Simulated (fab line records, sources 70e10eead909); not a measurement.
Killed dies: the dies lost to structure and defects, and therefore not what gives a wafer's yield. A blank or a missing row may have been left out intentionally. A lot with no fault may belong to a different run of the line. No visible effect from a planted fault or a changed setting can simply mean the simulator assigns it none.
Matching of chambers	flow nand-harc	4 sister chambers for NHARC_P_ZERO_WELL_DESCUM_39 on rie-diel-01
The step chemistry O2, time 3 s. 18 wafers are shown with their chamber, then 9 later ones without.

== WAFERS, EACH WITH ITS CHAMBER ==
wafer	chamber	showerhead-plenum-p-Torr (Torr)	drypump-motor-current-A (A)	oes-product-au (a.u.)
L074.1	3	1.85	5.7	1.004
L074.3	0	1.98	5.7	0.989
L074.5	0	1.98	5.7	0.999
L077.2	3	1.84	5.8	1.000
L077.3	2	1.93	5.9	0.988
L077.6	1	2.03	5.6	0.990
L083.1	3	1.84	5.8	1.011
L083.4	2	1.92	5.8	0.995
L083.5	0	1.97	5.7	1.009
L085.1	0	1.97	5.7	1.018
L085.4	1	2.02	5.5	1.006
L085.6	3	1.84	5.8	1.010
L087.1	3	1.84	5.8	0.993
L087.4	0	1.96	5.7	1.000
L087.5	3	1.84	5.8	1.003
L089.1	3	1.83	5.8	1.002
L089.2	2	1.92	5.9	0.984
L089.4	1	2.02	5.5	1.002

SIGNATURES (means of the wafers above)
reading	chamber 0	chamber 1	chamber 2	chamber 3	scatter within a chamber
showerhead-plenum-p-Torr	1.9720	2.0233	1.9233	1.8400	0.00662
drypump-motor-current-A	5.700	5.533	5.867	5.786	0.0396
oes-product-au	1.00300	0.99933	0.98900	1.00329	0.00804
Rule: for each reading, subtract the chamber's mean from the wafer's reading, divide by that reading's scatter and square the result; add these up over the readings and take the root, which gives the wafer's distance from the chamber. If the next closest chamber is less than 2 further off than the closest, the wafer can't be placed; otherwise it belongs to the closest. How the scatter is found: for the shown wafers, subtract from each reading the mean of its chamber, square and add these, divide the total by (wafers less chambers), then take the root.

== WAFERS WITHOUT THEIR CHAMBER ==
wafer	showerhead-plenum-p-Torr (Torr)	drypump-motor-current-A (A)	oes-product-au (a.u.)
L090.2	1.92	5.9	0.995
L090.3	1.96	5.7	1.020
L090.5	1.96	5.7	1.023
L091.4	1.83	5.8	1.009
L091.5	1.91	5.9	0.988
L091.6	2.02	5.5	1.003
L096.2	1.95	5.7	1.008
L096.5	1.91	5.9	0.999
L096.6	2.01	5.6	1.005

== WHICH CHAMBER EACH ONE RAN IN ==
wafer	from the rows above	in truth
L090.2	2	2
L090.3	0	0
L090.5	0	0
L091.4	3	3
L091.5	2	2
L091.6	1	1
L096.2	0	0
L096.5	2	2
L096.6	1	1
Placed correctly: 9 of 9. Not placeable from these rows: 0. 0 placed wrongly.
